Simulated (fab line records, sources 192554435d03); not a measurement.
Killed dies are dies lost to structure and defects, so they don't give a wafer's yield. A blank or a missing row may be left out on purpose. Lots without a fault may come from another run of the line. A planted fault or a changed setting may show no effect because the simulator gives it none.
Which tool did it? | flow n5_finfet | 12 lots, 36 wafers sampled, at 2 steps of a route of 1938

WHAT THE GAUGES READ, wafer by wafer
N5_BEOL_M10_CD_MEAS_28: target cd 70 nm.
lot  | measured     | on        | cd_nm (nm)
L077 | day 10 11:53 | cd_sem-03 | 69.5 69.6 69.1
L075 | day 10 19:44 | cd_sem-02 | 69.2 69.0 68.2
L079 | day 11 06:47 | cd_sem-02 | 70.8 70.6 70.9
L081 | day 11 07:59 | cd_sem-03 | 69.9 71.1 70.5
L083 | day 12 05:52 | cd_sem-02 | 69.5 70.3 68.2
L088 | day 13 12:18 | cd_sem-02 | 69.9 70.2 69.7
L084 | day 13 14:10 | cd_sem-01 | 71.3 70.5 68.9
L087 | day 13 14:32 | cd_sem-02 | 69.7 71.0 70.0
L091 | day 14 06:14 | cd_sem-01 | 68.9 68.1 68.7
L093 | day 15 01:25 | cd_sem-03 | 69.9 68.7 70.1
L096 | day 15 08:30 | cd_sem-01 | 70.8 70.2 71.1
L097 | day 16 10:51 | cd_sem-03 | 70.8 70.6 70.7

WHICH TOOL RAN EACH LOT (tool, then ch and the chambers of the sampled wafers, then the start)
lot  | N5_BEOL_M9_ANNEAL_51
L077 | rtp_anneal-01 ch 0, day 10 07:14
L075 | rtp_anneal-01 ch 0, day 10 15:30
L079 | rtp_anneal-02 ch 0, day 11 00:55
L081 | rtp_anneal-01 ch 0, day 11 02:05
L083 | rtp_anneal-01 ch 0, day 11 23:05
L088 | rtp_anneal-02 ch 0, day 13 07:35
L084 | rtp_anneal-02 ch 0, day 13 07:49
L087 | rtp_anneal-01 ch 0, day 13 08:34
L091 | rtp_anneal-01 ch 0, day 14 01:06
L093 | rtp_anneal-01 ch 0, day 14 19:43
L096 | rtp_anneal-01 ch 0, day 15 03:14
L097 | rtp_anneal-01 ch 0, day 16 05:41
- N5_BEOL_M9_ANNEAL_51: time 90 s.

THE ANSWER, worked out from the rows above alone
Rule: what is usual is taken from the lots themselves. Put in order of their means at a reading, lots are off if they are a third of the lots or fewer, leave a main group of 4 or more, and stand apart from it by a gap of 3 or more times the standard deviation of the main group's means; of several such gaps the widest counts. A main group whose means are all the same, to the digits that the tables above print for the reading, isn't used. A lot without any number at a reading at which 4 lots or more have one is off too. The other lots that the step has rows for count as sound.
No lot is off at any reading shown: from this, nothing can be told.

WHAT THE SIMULATOR HAD PUT IN
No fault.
